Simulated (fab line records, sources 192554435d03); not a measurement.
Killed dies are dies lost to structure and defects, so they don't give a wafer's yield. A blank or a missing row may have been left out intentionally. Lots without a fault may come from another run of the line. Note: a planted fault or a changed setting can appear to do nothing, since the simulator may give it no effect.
Matching of chambers + flow n5-finfet + N5_BEOL_M0_SAQP_SPACER2_ALD_26 on ald-sin-02 has 4 sister chambers
The step deposits SiO2, target thk 15 nm, pulse time 1 s, purge time 2 s. 4 wafers are shown with their chamber, then 11 later ones without.

WAFERS WITH THEIR CHAMBER
| wafer  | chamber | heater-power-w (W) |
|--------|---------|--------------------|
| L084.4 | 2       | 489                |
| L091.3 | 3       | 366                |
| L091.6 | 0       | 497                |
| L092.2 | 1       | 503                |

WAFERS WITH NO CHAMBER GIVEN
| wafer  | heater-power-w (W) |
|--------|--------------------|
| L092.5 | 506                |
| L092.6 | 485                |
| L093.1 | 506                |
| L093.3 | 496                |
| L093.6 | 374                |
| L094.1 | 510                |
| L094.2 | 489                |
| L094.3 | 372                |
| L095.2 | 483                |
| L095.3 | 384                |
| L095.6 | 498                |

EACH ONE'S CHAMBER
| wafer  | from the rows above          | in truth |
|--------|------------------------------|----------|
| L092.5 | can't be placed: 1 or 0 or 2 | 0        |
| L092.6 | can't be placed: 2 or 0 or 1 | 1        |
| L093.1 | can't be placed: 1 or 0 or 2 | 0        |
| L093.3 | can't be placed: 0 or 1 or 2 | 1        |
| L093.6 | 3                            | 3        |
| L094.1 | can't be placed: 1 or 0 or 2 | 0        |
| L094.2 | can't be placed: 2 or 0 or 1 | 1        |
| L094.3 | 3                            | 3        |
| L095.2 | can't be placed: 2 or 0 or 1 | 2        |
| L095.3 | 3                            | 3        |
| L095.6 | can't be placed: 0 or 1 or 2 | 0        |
3 of 11 placed correctly. Cannot be placed on the basis of these rows: 8; the candidates contain the true chamber in 8. Number placed wrongly: 0.
How it was worked out, from the rows above alone: a wafer's distance from a chamber is the root of the sum, over the readings, of the square of ((its reading less the chamber's mean) divided by the reading's scatter). If the next closest chamber is less than 2 further off than the closest, the wafer can't be placed; otherwise it belongs to the closest. A chamber's mean is the mean of its shown wafers. The scatter: root of mean squared gap, hidden wafer to nearest shown wafer, with one shown wafer a chamber.
